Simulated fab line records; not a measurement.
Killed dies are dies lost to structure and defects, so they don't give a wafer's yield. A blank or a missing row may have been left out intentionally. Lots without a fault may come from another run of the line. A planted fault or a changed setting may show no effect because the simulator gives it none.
fab line records -- flow n5-finfet
record lots=10, wafers=29, last-day=20
route steps=1938 shown BEOL_M0@730 BEOL_M4@1111 PASSIVATION@1936
lots untouched by any fault: they come from a run of this same line in which no faults occurred
start-h: hours from the record's first day to the start of the lot's first wafer shown -- wait-h: time in hours since the lot's previous step -- " as in the row above -- L1.1+2: a single row standing in for several wafers -- - no value present, or no start provided -- * or withheld: withheld -- < > ~ a bound
route shown NAME@n: names a module that has steps shown in the file, with the first one's number in the route -- usual: mean/standard deviation of fault-free wafers -- same: alike in all rows -- chamber/n: place in a boat -- sites: the reading at each site -- _std_site: the values' standard deviation -- _edge_site: inner sites' mean taken away from outer sites' mean -- radius-mm: how far each site lies from the wafer's centre -- mask NAME#n: copy n -- behind: the tool/chamber that last shaped the wafer -- hold: reason for holding the lot/hours on hold/outcome of the hold -- device: names the non-switching transistor (n, p or np) -- end of line: the tests these same wafers got at the end of their route -- a step without rows: its recipe alone -- killed: the dies lost at the first sort to structure and to defects; this is not the yield of the wafer -- map: per-die view of a wafer (x killed, . not killed, _ where there is no die)
set.NAME: the setting that was run; set.NAME@STEP: the one run at that earlier step -- model.NAME: the simulator's own value behind a step, which no gauge read
route steps across a sampled set of lots; one table per step, one row per wafer
services: a tool's chamber out of use, with start hour (start-h, from the record's first day; less than 0 if before it), hours out, and reason
## steps
# step N5_BEOL_M0_PRE_CLEAN_113
# recipe gas=H2/He, time-s=30, temp-c=250
# usual heater-power-w=328/23
lot.wafer,tool,chamber,start-h,wait-h,heater-power-w
L172.4,pvd-sputter-03,-,129.13,0.0,328
L172.5,pvd-sputter-03,-,129.13,0.0,328
L173.1,pvd-sputter-01,-,138.68,0.0,340
L173.4,pvd-sputter-01,-,138.68,0.0,342
L173.5,pvd-sputter-01,-,138.68,0.0,306
L177.2,pvd-sputter-01,-,166.55,0.0,305
L177.3,pvd-sputter-01,-,166.55,0.0,340
L177.4,pvd-sputter-01,-,166.55,0.0,337
L178.2,pvd-sputter-02,-,168.41,0.0,327
L178.4,pvd-sputter-02,-,168.41,0.0,282
L178.5,pvd-sputter-02,-,168.41,0.0,342
L180.1,pvd-sputter-01,-,176.60,0.0,344
L180.4,pvd-sputter-01,-,176.60,0.0,363
L180.6,pvd-sputter-01,-,176.60,0.0,342
L182.2,pvd-sputter-01,-,188.81,0.0,306
L182.4,pvd-sputter-01,-,188.81,0.0,351
L182.6,pvd-sputter-01,-,188.81,0.0,304
L184.1,pvd-sputter-02,-,198.38,0.0,303
L184.2,pvd-sputter-02,-,198.38,0.0,339
L184.6,pvd-sputter-02,-,198.38,0.0,347
L186.1,pvd-sputter-01,-,213.59,0.0,368
L186.3,pvd-sputter-01,-,213.59,0.0,335
L186.5,pvd-sputter-01,-,213.59,0.0,345
L187.1,pvd-sputter-03,-,218.09,0.0,326
L187.4,pvd-sputter-03,-,218.09,0.0,361
L187.5,pvd-sputter-03,-,218.09,0.0,312
L193.1,pvd-sputter-02,-,263.48,0.0,287
L193.4,pvd-sputter-02,-,263.48,0.0,315
L193.6,pvd-sputter-02,-,263.48,0.0,329
# step N5_BEOL_M0_SPUTTER_132
# recipe material=Cu, target-thk-a=40, temp-c=-20, chamber-pressure-pa=0.07, power-w=withheld, time-s=7.37
# usual throttle-valve-pct=29.7/0.88
lot.wafer,tool,chamber,start-h,wait-h,throttle-valve-pct
L172.4,pvd-sputter-03,-,130.33,0.0,28.6
L172.5,pvd-sputter-03,-,130.33,0.0,29.3
L173.1,pvd-sputter-01,-,139.50,0.0,28.9
L173.4,pvd-sputter-01,-,139.50,0.0,30.7
L173.5,pvd-sputter-01,-,139.50,0.0,30.7
L177.2,pvd-sputter-01,-,167.37,0.0,30.6
L177.3,pvd-sputter-01,-,167.37,0.0,30.3
L177.4,pvd-sputter-01,-,167.37,0.0,30.8
L178.2,pvd-sputter-01,-,170.15,0.0,28.8
L178.4,pvd-sputter-01,-,170.15,0.0,30.5
L178.5,pvd-sputter-01,-,170.15,0.0,28.4
L180.1,pvd-sputter-01,-,177.48,0.0,28.9
L180.4,pvd-sputter-01,-,177.48,0.0,28.6
L180.6,pvd-sputter-01,-,177.48,0.0,28.9
L182.2,pvd-sputter-03,-,189.48,0.0,28.5
L182.4,pvd-sputter-03,-,189.48,0.0,29.0
L182.6,pvd-sputter-03,-,189.48,0.0,31.1
L184.1,pvd-sputter-02,-,199.24,0.0,29.7
L184.2,pvd-sputter-02,-,199.24,0.0,30.6
L184.6,pvd-sputter-02,-,199.24,0.0,29.4
L186.1,pvd-sputter-02,-,214.56,0.0,30.4
L186.3,pvd-sputter-02,-,214.56,0.0,28.7
L186.5,pvd-sputter-02,-,214.56,0.0,30.2
L187.1,pvd-sputter-03,-,218.85,0.0,31.0
L187.4,pvd-sputter-03,-,218.85,0.0,28.5
L187.5,pvd-sputter-03,-,218.85,0.0,29.1
L193.1,pvd-sputter-02,-,265.56,0.0,28.8
L193.4,pvd-sputter-02,-,265.56,0.0,29.7
L193.6,pvd-sputter-02,-,265.56,0.0,30.4
# step N5_BEOL_M0_ECD_118
# recipe material=Cu, target-thk-a=3000
lot.wafer,tool,chamber,start-h,wait-h
L172.4+5,ecd-cu-01,"0,1",130.70,0.1
L173.1+4+5,ecd-cu-01,1,139.85,0.1
L177.2+3+4,ecd-cu-02,"1,0,1",167.74,0.1
L178.2+4+5,ecd-cu-02,"1,0,1",170.50,0.1
L180.1+4+6,ecd-cu-02,"1,0,1",177.83,0.1
L182.2+4+6,ecd-cu-01,"1,0,1",189.84,0.1
L184.1+2+6,ecd-cu-01,"1,0,1",199.59,0.1
L186.1+3+5,ecd-cu-01,"0,0,1",214.92,0.1
L187.1+4+5,ecd-cu-01,"0,1,0",219.21,0.1
L193.1+4+6,ecd-cu-02,"1,0,1",265.92,0.1
# step N5_BEOL_M0_CMP_120
# recipe stop-on=SiOC, t-overpolish-s=6.9, down-force-psi=1, platen-rpm=50, clearing-platen-down-force-psi=1.5, clearing-platen-rpm=50, post-cmp-clean=cu-alkaline, clearing-platen-pad-velocity-m-s=0.99484, pad-velocity-m-s=0.99484
# usual motor-current-A=6.1/0.51, time-to-endpoint-s=63/4
lot.wafer,tool,chamber,start-h,wait-h,motor-current-A,time-to-endpoint-s
L172.4,cmp-03,3,131.17,0.2,6.0,66
L172.5,cmp-03,0,131.17,0.2,6.2,62
L173.1,cmp-01,3,140.76,0.3,5.6,67
L173.4,cmp-01,0,140.76,0.3,6.9,62
L173.5,cmp-01,2,140.76,0.3,6.3,67
L177.2,cmp-03,0,168.17,0.2,6.6,57
L177.3,cmp-03,1,168.17,0.2,6.6,62
L177.4,cmp-03,2,168.17,0.2,6.3,56
L178.2,cmp-04,3,170.93,0.3,6.8,68
L178.4,cmp-04,0,170.93,0.3,5.6,63
L178.5,cmp-04,2,170.93,0.3,5.2,61
L180.1,cmp-03,1,178.35,0.4,5.6,64
L180.4,cmp-03,2,178.35,0.4,6.2,56
L180.6,cmp-03,1,178.35,0.4,6.2,65
L182.2,cmp-01,3,190.21,0.2,5.6,71
L182.4,cmp-01,1,190.21,0.2,5.4,57
L182.6,cmp-01,3,190.21,0.2,5.6,66
L184.1,cmp-04,3,199.97,0.3,6.4,64
L184.2,cmp-04,0,199.97,0.3,5.9,46
L184.6,cmp-04,0,199.97,0.3,5.9,61
L186.3,cmp-04,3,215.99,0.2,6.4,48
L186.1,cmp-04,0,215.99,0.2,6.3,50
L186.5,cmp-04,0,215.99,0.2,6.0,66
L187.4,cmp-03,1,219.73,0.2,6.2,68
L187.1,cmp-03,2,219.73,0.2,6.1,44
L187.5,cmp-03,3,219.73,0.2,6.4,51
L193.1,cmp-03,2,266.34,0.3,6.7,59
L193.4,cmp-03,3,266.34,0.3,6.3,65
L193.6,cmp-03,2,266.34,0.3,5.9,57
# step N5_BEOL_M0_CO_CAP_123
# recipe material=Co, target-thk-a=20, temp-c=200, precursor=CCTBA/H2, pressure-torr=30, time-s=102.1
# usual heater-power-outer-w=124/8.3, heater-power-w=228/18
lot.wafer,tool,chamber,start-h,wait-h,heater-power-outer-w,heater-power-w,since-wet-clean-h
L172.4,cvd-co-02,1,131.53,0.1,122,229,-
L172.5,cvd-co-02,1,131.53,0.1,122,229,-
L173.1,cvd-co-01,2,141.12,0.0,121,223,442
L173.4,cvd-co-01,2,141.12,0.0,124,224,-
L173.5,cvd-co-01,0,141.12,0.0,114,205,-
L177.2,cvd-co-01,2,168.50,0.0,128,222,469
L177.3,cvd-co-01,0,168.50,0.0,118,201,929
L177.4,cvd-co-01,0,168.50,0.0,116,210,-
L178.2,cvd-co-01,0,171.26,0.0,117,206,931
L178.4,cvd-co-01,0,171.26,0.0,114,209,-
L178.5,cvd-co-01,2,171.26,0.0,122,224,-
L180.1,cvd-co-01,2,178.72,0.0,125,225,479
L180.4,cvd-co-01,0,178.72,0.0,113,203,-
L180.6,cvd-co-01,1,178.72,0.0,141,258,-
L182.2,cvd-co-01,0,190.58,0.0,113,205,951
L182.4,cvd-co-01,1,190.58,0.0,139,268,-
L182.6,cvd-co-01,0,190.58,0.0,117,204,-
L184.1,cvd-co-02,0,200.34,0.0,131,238,742
L184.2,cvd-co-02,2,200.34,0.0,114,212,282
L184.6,cvd-co-02,1,200.34,0.0,122,226,-
L186.1,cvd-co-02,1,216.36,0.0,126,228,1195
L186.3,cvd-co-02,0,216.36,0.0,132,237,758
L186.5,cvd-co-02,2,216.36,0.0,121,208,-
L187.1,cvd-co-01,0,220.02,0.0,114,207,980
L187.4,cvd-co-01,0,220.02,0.0,115,203,-
L187.5,cvd-co-01,1,220.02,0.0,140,261,-
L193.1,cvd-co-01,2,266.67,0.0,126,232,567
L193.4,cvd-co-01,1,266.67,0.0,142,261,-
L193.6,cvd-co-01,0,266.67,0.0,116,205,-
# step N5_BEOL_M4_RC_MEAS_101
# usual DIBL_N=36.5/2.1, DIBL_P=36.6/2.6, IOFF_N=0.17/0.044, IOFF_P=0.21/0.048, ION_N=674/17, ION_P=462/9.5, SS_N=71.6/0.77, SS_P=73.5/0.72, VT_N=250/4.2, VT_P=-250/3.9
lot.wafer,tool,chamber,start-h,wait-h,DIBL_N[mV/V],DIBL_P[mV/V],IOFF_N[nA/um],IOFF_P[nA/um],ION_N[uA/um],ION_P[uA/um],SS_N[mV/dec],SS_P[mV/dec],VT_N[mV],VT_P[mV]
L172.4,prober-02,0,224.41,0.5,34.9,33.9,0.13,0.17,671,460,70.6,73.4,255,-254
L172.5,prober-02,0,224.41,0.5,37.0,37.6,0.17,0.22,684,468,71.1,74.7,248,-252
L173.1,prober-02,0,227.58,0.0,37.2,37.7,0.14,0.20,667,462,71.1,73.0,253,-253
L173.4,prober-02,0,227.58,0.0,40.6,42.3,0.24,0.28,706,478,72.4,74.4,241,-245
L173.5,prober-02,0,227.58,0.0,39.5,40.8,0.20,0.25,685,465,72.2,74.3,248,-247
L178.2,prober-02,0,250.70,0.2,35.6,36.7,0.16,0.20,667,461,71.5,73.4,247,-250
L178.4,prober-02,0,250.70,0.2,36.0,35.2,0.15,0.17,651,445,72.3,73.0,253,-253
L178.5,prober-02,0,250.70,0.2,32.7,32.9,0.11,0.16,653,454,70.0,73.2,254,-254
L177.2,prober-02,0,257.03,0.2,35.0,34.2,0.13,0.15,644,440,71.1,72.1,253,-258
L177.3,prober-02,0,257.03,0.2,42.0,43.0,0.28,0.29,704,470,73.0,74.2,241,-251
L177.4,prober-02,0,257.03,0.2,34.9,33.9,0.13,0.16,676,457,71.1,73.0,249,-253
L180.1,prober-01,0,270.26,0.0,37.4,37.5,0.16,0.22,680,464,71.7,73.9,251,-249
L180.4,prober-01,0,270.26,0.0,37.1,36.5,0.14,0.21,658,465,72.3,73.2,254,-248
L180.6,prober-01,0,270.26,0.0,35.6,34.6,0.12,0.18,665,464,71.1,72.7,255,-251
L184.1,prober-02,0,277.93,0.0,34.3,33.9,0.12,0.15,659,451,71.0,73.1,258,-258
L184.2,prober-02,0,277.93,0.0,36.0,37.2,0.16,0.21,688,466,71.6,73.3,249,-253
L184.6,prober-02,0,277.93,0.0,36.1,37.2,0.15,0.21,662,455,71.7,74.1,251,-253
L187.1,prober-01,0,299.93,0.0,37.2,36.8,0.19,0.27,692,484,72.1,74.2,245,-244
L187.4,prober-01,0,299.93,0.0,33.4,33.5,0.13,0.20,670,467,70.7,73.6,251,-249
L187.5,prober-01,0,299.93,0.0,35.6,34.8,0.16,0.23,662,469,71.8,73.9,249,-244
L182.2,prober-02,0,300.01,0.2,37.6,39.6,0.18,0.24,667,456,72.1,74.0,250,-249
L182.4,prober-02,0,300.01,0.2,33.3,33.2,0.12,0.15,664,453,70.7,72.2,253,-255
L182.6,prober-02,0,300.01,0.2,38.7,41.4,0.20,0.28,664,460,72.3,74.4,247,-250
L186.1,prober-01,0,320.73,0.6,35.4,36.2,0.16,0.21,656,459,71.1,74.2,251,-250
L186.3,prober-01,0,320.73,0.6,36.4,38.3,0.19,0.23,682,465,71.7,74.2,247,-251
L186.5,prober-01,0,320.73,0.6,34.7,35.6,0.14,0.19,649,455,71.7,73.3,253,-250
L193.1,prober-01,0,349.42,0.0,34.9,36.2,0.12,0.17,664,459,71.3,73.3,257,-256
L193.4,prober-01,0,349.42,0.0,37.3,38.6,0.16,0.21,671,469,71.8,74.0,252,-251
L193.6,prober-01,0,349.42,0.0,35.3,35.4,0.13,0.16,666,453,71.5,72.8,255,-258
# step N5_PASSIVATION_PROBE_49
# usual defect-limited-yield=91.2/1.5, killed_at_M0_to_M3=36/10, killed_at_M4_up=14/5.2, killed-at-contacts=12/6, killed-at-front-end=37/10, killed-at-other=4/3.3, killed-dies=104/18, killed-on-rim=14/4.1, killed-open=68/14, killed-short=34/7.4, sort_bin_4_leakage=0.01/0.04, sort_bin_5_function=5.2/1, sort_bin_6_memory=3.3/0.7, sort_bin_8_speed=0.01/0.045, sort-n-pass=1076/18, sort-yield-pct=91.2/1.5
# same gross-dies=1180, killed-at-back-side=0
lot.wafer,tool,chamber,start-h,wait-h,defect-limited-yield[%],killed_at_M0_to_M3,killed_at_M4_up,killed-at-contacts,killed-at-front-end,killed-at-other,killed-dies,killed-on-rim,killed-open,killed-short,sort_bin_4_leakage[%],sort_bin_5_function[%],sort_bin_6_memory[%],sort_bin_8_speed[%],sort-n-pass,sort-yield-pct[%]
L182.2,prober-02,-,419.64,0.1,92.2,24,12,25,29,2,92,12,55,36,0,3.5,4.0,0,1088,92.2
L182.6,prober-02,-,419.84,0.3,91.3,35,21,17,28,2,103,13,75,28,0,5.2,3.4,0,1077,91.3
L187.1,prober-01,-,420.03,0.0,92.6,25,9,7,32,14,87,14,45,34,0,4.0,3.1,0,1093,92.6
L187.4,prober-01,-,420.18,0.2,91.1,29,21,8,37,10,105,19,67,34,0,4.9,3.9,0,1075,91.1
L187.5,prober-01,-,420.23,0.2,91.9,36,13,9,26,11,95,17,60,30,0,3.7,4.0,0,1085,91.9
# killed by level:class
L182.2 MOL_CONTACT_COAG:geometric-particle:open=20 FIN_SAQP:geometric-particle:short=5 MOL_CONTACT_COAG:geometric-particle:short=5 BEOL_M0_SAQP:geometric-particle:open=5 BEOL_M3:geometric-particle:short=5 DUMMY_GATE:geometric-particle:open=4 BEOL_M5:geometric-particle:short=4 BEOL_M0_SAQP:geometric-particle:short=4
L182.6 MOL_CONTACT_COAG:geometric-particle:open=15 BEOL_M0_SAQP:geometric-particle:open=15 DUMMY_GATE:geometric-particle:open=7 BEOL_M4:geometric-particle:open=7 BEOL_M3:geometric-particle:open=6 BEOL_M0_SAQP:geometric-particle:short=6 FIN_SAQP:geometric-particle:open=5 ILD0:geometric-particle:short=5
L187.1 STI_FIN_REVEAL:geometric-particle:open=8 MOL_CONTACT_COAG:geometric-particle:open=6 PASSIVATION:area-etch=6 BEOL_M0_SAQP:geometric-particle:short=5 BEOL_M4:geometric-particle:open=5 STARTING-WAFER:geometric-particle:short=5 FIN_SAQP:geometric-particle:short=4 GATE_CUT:geometric-particle:short=4
L187.4 BEOL_M0_SAQP:geometric-particle:open=8 BEOL_M0_SAQP:geometric-particle:short=7 BEOL_M3:geometric-particle:open=7 BEOL_M4:geometric-particle:open=7 BEOL_M3:geometric-particle:short=6 GATE_CUT:geometric-particle:short=6 MOL_CONTACT_COAG:geometric-particle:open=6 BEOL_M5:geometric-particle:open=6
L187.5 FIN_SAQP:geometric-particle:open=8 MOL_CONTACT_COAG:geometric-particle:open=8 BEOL_M3:geometric-particle:open=8 BEOL_M4:geometric-particle:open=8 BEOL_M0_SAQP:geometric-particle:short=6 GATE_CUT:geometric-particle:short=5 BEOL_M0_SAQP:geometric-particle:open=5 FIN_SAQP:geometric-particle:short=4
## services
tool,chamber,start-h,hours,kind
cvd-co-01,1,112.21,11.6,repair
cvd-co-01,-,118.75,6.9,pm
cvd-co-01,1,125.65,-,clean
cvd-co-01,1,125.65,22.0,scheduled-down
cvd-co-01,1,125.65,22.0,vent-cycle
cmp-04,-,125.71,4.0,pm
cmp-04,-,129.71,-,consumable-replace:conditioner
cmp-04,-,129.71,-,consumable-replace:pad
cmp-01,-,143.49,16.2,pm
pvd-sputter-01,-,155.50,4.5,repair
cvd-co-02,1,164.16,4.1,repair
ecd-cu-02,-,171.39,0.9,repair
cmp-04,-,177.98,9.0,pm
ecd-cu-02,-,192.12,1.0,repair
cmp-03,-,204.67,4.0,pm
cmp-03,-,208.67,-,consumable-replace:conditioner
cmp-03,-,208.67,-,consumable-replace:pad
cmp-03,-,216.66,0.9,repair
cmp-01,-,217.37,1.1,repair
pvd-sputter-01,-,219.23,4.0,repair
cvd-co-02,2,240.71,4.8,repair
cvd-co-01,0,243.52,11.4,repair
cmp-03,-,244.00,1.0,repair
## key
first-sign step=N5_BEOL_M0_CMP_120, reading=time-to-endpoint-s, direction=down, sigmas=3.8, usual=*, struck=*
effect none on later readings
met-at N5_BEOL_M0_ECD_118
struck-lots L184,L186,L187
struck-wafers L184.2,L186.1,L186.3,L187.1,L187.5
not-acting-at N5_BEOL_M0_PRE_CLEAN_113,N5_BEOL_M0_SPUTTER_132,N5_BEOL_M0_CO_CAP_123
onset-between 189.84 199.59
fault kind=process-parameter-drift, tool=ecd-cu-01, chamber=0, onset-h=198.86, steps=N5_BEOL_M0_ECD_118, channel=target-thk-a, offset=*, shape=step, end-h=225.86, acts-in=*, stated=*
